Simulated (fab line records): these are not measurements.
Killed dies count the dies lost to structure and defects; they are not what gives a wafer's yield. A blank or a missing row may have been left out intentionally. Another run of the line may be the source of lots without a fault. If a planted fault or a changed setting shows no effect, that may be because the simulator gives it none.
Which tool was responsible? -- flow n5_finfet -- 8 lots, 23 wafers sampled, at 1 step of a route of 1938

WHAT THE GAUGES SHOWED, per wafer
N5_BEOL_M1_OVL_MEAS_29.
lot,measured,on,V0_OVL (nm)
L575,day 7 09:15,overlay-02,0.8 0.4 0.0
L584,day 9 02:53,overlay-02,0.7 1.1 0.5
L585,day 9 04:40,overlay-02,-0.3 -0.7 -0.3
L587,day 9 15:16,overlay-01,0.0 -0.6 0.5
L589,day 9 22:53,overlay-02,0.7 0.5 0.1
L591,day 10 11:26,overlay-01,-0.1 0.1 0.0
L595,day 11 17:48,overlay-01,0.1 -0.2 0.4
L596,day 12 09:48,overlay-02,-0.3 0.6

WHICH TOOL RAN EACH LOT (tool, then ch and the chambers of the sampled wafers, then the start)
The record holds no process step before these readings.

THE ANSWER, worked out from the rows above alone
Rule: what is usual is taken from the lots themselves. The widest of any qualifying gaps counts: lots, ordered by their means at a reading, are off when they make up no more than a third of the lots, leave a main group of 4 or more, and stand apart from it by 3 or more times the standard deviation of that group's means. A main group is skipped when, at the precision printed for the reading in the tables above, its means are all equal. Also off: a lot with no number at a reading for which 4 or more lots have one. Where the step has rows for the other lots, those lots are counted as sound.
No lot is off on any of the readings shown, so nothing can be concluded from this.

WHAT WAS PUT IN BY THE SIMULATOR
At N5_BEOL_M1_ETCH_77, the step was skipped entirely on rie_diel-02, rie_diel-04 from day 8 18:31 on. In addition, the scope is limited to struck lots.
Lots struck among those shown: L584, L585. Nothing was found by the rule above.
